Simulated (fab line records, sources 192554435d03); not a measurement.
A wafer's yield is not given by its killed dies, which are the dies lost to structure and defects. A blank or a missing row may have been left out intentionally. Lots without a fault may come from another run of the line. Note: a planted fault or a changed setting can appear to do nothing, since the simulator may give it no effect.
Split-lot study + flow n5_finfet + on a route of 1938 steps: 7 lots, 21 wafers read

## SPLIT DETAILS
At N5_BEOL_M0_SAQP_ALD_48 (deposits SiO2, target thk 20 nm, pulse time 1 s, co reactant pulse time 1 s), the setting ald_cycles was moved away from the recipe's 139 on 10 of the 21 wafers read, by -12.2% to +15.8%. For the rest of the wafers, this setting stayed at what the recipe calls for.

The reading comes from the split's own step.

## THE READING
SiO2_of_BEOL_M0_SAQP_ALD_48.thk_nm (the simulator's own value, which no gauge read), in nm, at N5_BEOL_M0_SAQP_ALD_48 (deposits SiO2, target thk 20 nm, pulse time 1 s, co reactant pulse time 1 s). No usual value for it is given in the file. Across the 11 wafers here that went through the recipe, the average is 20.1 nm and the standard deviation 0.096 nm.

| wafer  | tool, chamber at the split | ald_cycles as run | against the recipe | SiO2_of_BEOL_M0_SAQP_ALD_48.thk_nm, nm | against lot-mates on the recipe |
|--------|----------------------------|-------------------|--------------------|----------------------------------------|---------------------------------|
| L075.2 | ald_sin-03, 1              | 139               | recipe             | 20                                     | -                               |
| L075.3 | ald_sin-03, 2,3            | 123               | -11.5%             | 17.8                                   | -2.2                            |
| L075.6 | ald_sin-03, 2,3            | 123               | -11.5%             | 17.8                                   | -2.2                            |
| L077.1 | ald_sin-03, 1,3            | 139               | recipe             | 20                                     | -                               |
| L077.5 | ald_sin-03, 1,3            | 139               | recipe             | 20                                     | -                               |
| L077.4 | ald_sin-03, 2              | 139               | recipe             | 20.2                                   | -                               |
| L082.2 | ald_sin-04, 2              | 139               | recipe             | 20.2                                   | -                               |
| L082.4 | ald_sin-04, 0              | 128               | -7.9%              | 18.4                                   | -1.7                            |
| L082.5 | ald_sin-04, 0              | 139               | recipe             | 20                                     | -                               |
| L083.2 | ald_sin-04, 1              | 122               | -12.2%             | 17.4                                   | no lot-mate on the recipe       |
| L083.6 | ald_sin-04, 1              | 122               | -12.2%             | 17.4                                   | no lot-mate on the recipe       |
| L083.3 | ald_sin-04, 2              | 122               | -12.2%             | 17.8                                   | no lot-mate on the recipe       |
| L088.1 | ald_sin-04, 1,2            | 156               | +12.2%             | 22.4                                   | +2.4                            |
| L088.2 | ald_sin-04, 1,2            | 156               | +12.2%             | 22.4                                   | +2.4                            |
| L088.6 | ald_sin-04, 2              | 139               | recipe             | 20                                     | -                               |
| L089.1 | ald_sin-03, 0,2            | 139               | recipe             | 20                                     | -                               |
| L089.3 | ald_sin-03, 0,2            | 139               | recipe             | 20                                     | -                               |
| L089.4 | ald_sin-03, 1              | 139               | recipe             | 20.2                                   | -                               |
| L097.2 | ald_sin-01, 2,1            | 161               | +15.8%             | 23.2                                   | +3.0                            |
| L097.5 | ald_sin-01, 2,1            | 161               | +15.8%             | 23.2                                   | +3.0                            |
| L097.4 | ald_sin-01, 1              | 139               | recipe             | 20.2                                   | -                               |
If several chambers appear in one row, that row covers several wafers at once and the file leaves open which wafer was in which chamber.

THE FIT
A straight line over all 21 wafers: SiO2_of_BEOL_M0_SAQP_ALD_48.thk_nm changes by +0.199 nm for each +1% of ald_cycles; r = +1.00; the points scatter about the line by 0.12 nm.
The same after taking each lot's own level away (the mean of its wafers on the recipe; 18 wafers): +0.193 nm for each +1%; r = +1.00; scatter 0.084 nm.
On that fit, the largest move of ald_cycles shifts the reading by 3.1 nm.
The span of the lots' own levels, 20.00 to 20.20 nm, comes to 2.1 times the standard deviation stated above.
So the lot-to-lot level changes the slope little: the two slopes agree.
Check: with one of the wafers moved furthest among these (+15.8%) left out of the fit, the line predicts +3.07 nm for it against its lot-mates. It came out at +3 nm against them.

## ADDITIONAL SPLITS CARRIED BY THESE WAFERS
Before the reading, these wafers also passed through other splits. Each is held against what the fit with the lots' levels taken away leaves over:
| other split on the same wafers       | wafers away from the commonest value | r with SiO2_of_BEOL_M0_SAQP_ALD_48.thk_nm (lot level and that fit taken away) |
|--------------------------------------|--------------------------------------|-------------------------------------------------------------------------------|
| N5_SD_EPI_N_EPI_21 time_s            | 3                                    | -0.40                                                                         |
| N5_SD_EPI_P_EXPOSE_06 dose_mj        | 6                                    | +0.23                                                                         |
| N5_SD_EPI_P_EPI_21 time_s            | 2                                    | +0.29                                                                         |
| N5_SD_ACTIVATION_LSA_01 temp_c       | 6                                    | +0.18                                                                         |
| N5_HKMG_FIN_COAT_41 spin_rpm         | 8                                    | -0.09                                                                         |
| N5_GATE_CUT_ETCH_58 source_w         | 6                                    | +0.09                                                                         |
| N5_GATE_CUT_COAT_27 spin_rpm         | 7                                    | +0.18                                                                         |
| N5_MOL_CONTACT_COAG_ALD_27 time_s    | 8                                    | -0.05                                                                         |
| N5_MOL_CONTACT_COAG_ETCH_67 source_w | 7                                    | -0.10                                                                         |

## FILE'S OWN FIT
SiO2_of_BEOL_M0_SAQP_ALD_48.thk_nm changes by +0.194 nm for each +1% of ald_cycles, r = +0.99.
